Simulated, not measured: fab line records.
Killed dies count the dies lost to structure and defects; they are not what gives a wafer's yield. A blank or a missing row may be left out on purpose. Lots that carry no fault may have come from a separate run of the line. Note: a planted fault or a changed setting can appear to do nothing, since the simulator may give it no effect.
Which of the tools did it? -- flow nandHarc -- Sampling: 12 lots, 36 wafers, 4 of 1159 route steps

## WHAT THE GAUGES SHOWED, per wafer
NHARC_A_SLIT_CD_MEAS_09 targets a cd of 300 nm.
lot,measured,on,cdNm (nm)
L656,day 14 13:23,cdSem-03,299.0 299.4 299.9
L655,day 14 23:16,cdSem-02,299.5 300.6 300.5
L661,day 15 08:28,cdSem-01,299.9 300.1 299.1
L660,day 15 09:04,cdSem-02,299.4 299.0 299.0
L662,day 16 02:34,cdSem-01,298.6 300.8 300.3
L663,day 16 16:38,cdSem-01,299.4 300.1 301.0
L664,day 17 11:26,cdSem-02,299.3 299.8 300.9
L666,day 17 10:32,cdSem-01,286.1 285.1 284.1
L671,day 18 08:38,cdSem-03,287.0 287.3 287.5
L675,day 19 06:56,cdSem-03,299.3 301.1 300.6
L676,day 19 07:05,cdSem-01,300.0 300.7 299.7
L677,day 19 18:33,cdSem-02,299.1 300.0 299.6

NHARC_A_SLIT_OVL_MEAS_10.
lot,measured,on,overlayXNm (nm),overlayYNm (nm)
L656,day 14 13:29,overlay-02,-0.3 -0.6 -0.4,-0.2 -0.1 -1.1
L655,day 14 23:20,overlay-02,-0.8 -0.1 -0.2,0.7 0.5 0.7
L661,day 15 08:34,overlay-01,-0.9 -1.2 -0.7,0.2 0.3 1.3
L660,day 15 09:10,overlay-02,1.0 0.8 1.0,-0.6 -0.5 -0.6
L662,day 16 02:38,overlay-02,-0.1 0.3 0.9,-0.4 -0.2 -0.3
L663,day 16 16:43,overlay-01,-0.7 -0.5 -1.0,1.6 1.7 1.8
L664,day 17 11:31,overlay-01,0.6 -0.5 0.4,0.0 -0.2 0.2
L666,day 17 10:37,overlay-01,1.8 1.7 1.5,0.6 0.5 -0.1
L671,day 18 08:44,overlay-02,0.3 0.9 0.8,0.2 0.1 -0.9
L675,day 19 07:01,overlay-02,0.4 0.3 0.5,0.2 0.5 0.3
L676,day 19 07:11,overlay-01,0.4 -0.3 0.0,0.2 0.7 0.3
L677,day 19 18:38,overlay-01,-0.2 0.0 0.5,-0.8 -0.5 0.1

## EACH LOT AND THE TOOL THAT RAN IT (in order: tool; ch and the chambers of the sampled wafers; start)
lot,NHARC_A_SGD_CUT_ETCH_59,NHARC_A_SLIT_EXPOSE_06
L656,"rieDiel-08 ch 1,2,3, day 14 13:15 or earlier","arfiScanner-01 ch 0, day 14 13:15"
L655,"rieDiel-08 ch 2,3, day 14 23:07 or earlier","arfiScanner-01 ch 0, day 14 23:07"
L661,"rieDiel-04 ch 0,1,3, day 15 08:20 or earlier","arfiScanner-03 ch 0, day 15 08:20"
L660,"rieDiel-08 ch 1,2,3, day 15 08:55 or earlier","arfiScanner-01 ch 0, day 15 08:55"
L662,"rieDiel-02 ch 1,2, day 16 02:25 or earlier","arfiScanner-02 ch 0, day 16 02:25"
L663,"rieDiel-04 ch 0,2,3, day 16 16:29 or earlier","arfiScanner-03 ch 0, day 16 16:29"
L664,"rieDiel-04 ch 1,2, day 17 11:17 or earlier","arfiScanner-02 ch 0, day 17 11:17"
L666,"rieDiel-02 ch 0,2,3, day 17 10:24 or earlier","arfiScanner-03 ch 0, day 17 10:24"
L671,"rieDiel-02 ch 0,1,2, day 18 08:30 or earlier","arfiScanner-03 ch 0, day 18 08:30"
L675,"rieDiel-08 ch 1,2, day 19 06:47 or earlier","arfiScanner-01 ch 0, day 19 06:47"
L676,"rieDiel-04 ch 0,2, day 19 06:57 or earlier","arfiScanner-02 ch 0, day 19 06:57"
L677,"rieDiel-02 ch 0,2,3, day 19 18:25 or earlier","arfiScanner-02 ch 0, day 19 18:25"
- NHARC_A_SGD_CUT_ETCH_59: etches the open film in N2/H2, target depth 260 nm, time 406.25 s.
- NHARC_A_SLIT_EXPOSE_06: exposes mask SLIT.

## AS READ BY THE TOOLS THEMSELVES (means over the sampled wafers that have a number; for cases with no such wafer, the mark the record gives instead)
NHARC_A_SGD_CUT_ETCH_59.
lot,tool,drypumpMotorCurrentA (A),oesProductAu (a.u.),rfVppV (V),showerheadPlenumPTorr (Torr),throttleValvePct (%)
L656,rieDiel-08,5.2,1.002,429.9,2.01,14.172
L655,rieDiel-08,5.2,1.007,430.5,2.03,14.169
L661,rieDiel-04,5.7,0.999,432.2,2.09,14.163
L660,rieDiel-08,5.2,1.004,428.9,2.01,14.172
L662,rieDiel-02,6.1,0.994,427.3,1.91,14.176
L663,rieDiel-04,5.8,0.991,432.4,2.15,14.171
L664,rieDiel-04,5.9,0.989,431.9,2.08,14.175
L666,rieDiel-02,5.7,0.989,431.6,2.06,14.176
L671,rieDiel-02,5.9,0.991,429.3,1.97,14.164
L675,rieDiel-08,5.3,1.002,428.9,1.98,14.175
L676,rieDiel-04,6.0,0.995,433.3,2.15,14.161
L677,rieDiel-02,5.7,0.992,430.9,2.05,14.176

NHARC_A_SLIT_EXPOSE_06.
lot,tool,exposureDoseMJCm2
L656,arfiScanner-01,60.85
L655,arfiScanner-01,60.85
L661,arfiScanner-03,60.82
L660,arfiScanner-01,60.82
L662,arfiScanner-02,60.83
L663,arfiScanner-03,60.86
L664,arfiScanner-02,60.84
L666,arfiScanner-03,42.04
L671,arfiScanner-03,45.81
L675,arfiScanner-01,60.86
L676,arfiScanner-02,60.89
L677,arfiScanner-02,60.81

## THE ANSWER, worked out from the rows above alone
Rule: the lots themselves supply what counts as usual. Put in order of their means at a reading, lots are off if they are a third of the lots or fewer, leave a main group of 4 or more, and stand apart from it by a gap of 3 or more times the standard deviation of the main group's means; of several such gaps the widest counts. A main group whose means are all the same, to the digits that the tables above print for the reading, isn't used. Also off: a lot with no number at a reading for which 4 or more lots have one. The other lots that the step has rows for count as sound. After the gauges, taken in route order, come the tools' own readings; for these a lot's mean is taken, as printed above. The first step at which some lot is off is used, and at that step the reading that is off furthest; a lot without a number counts as furthest.
Off: L666, L671, at NHARC_A_SLIT_CD_MEAS_09 (cdNm). Main group: mean 299.9 nm, sd 0.37.
A tool fits if, at a process step before that reading, it ran every lot that is off, and no sound lot after the first of them. The gauges at NHARC_A_SLIT_CD_MEAS_09 aren't tried: what is off there is off at NHARC_A_SLIT_EXPOSE_06 too, on other tools, and a gauge's error can't cause that. NHARC_A_SGD_CUT_ETCH_59: start missing for some lots; hours and lot order therefore follow NHARC_A_SLIT_EXPOSE_06. One fits: NHARC_A_SLIT_EXPOSE_06 on arfiScanner-03. Its last sound lot is L663 (day 16 16:29), its first lot that is off L666 (day 17 10:24): a fault that began between those two fits.
The tool's own readings at NHARC_A_SLIT_EXPOSE_06 bear it out: on the lots that are off they differ by more than 5 times the standard deviation of the sound lots' means. exposureDoseMJCm2 reads 43.92 there against 60.84 on the sound lots.

## WHAT THE SIMULATOR HAD PUT IN
Process parameter drift: arfiScanner-03, from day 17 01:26 on, at NHARC_A_SLIT_EXPOSE_06. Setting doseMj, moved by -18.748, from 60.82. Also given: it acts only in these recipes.
Shown lots that were struck: L666, L671. The same result came from the rule above.
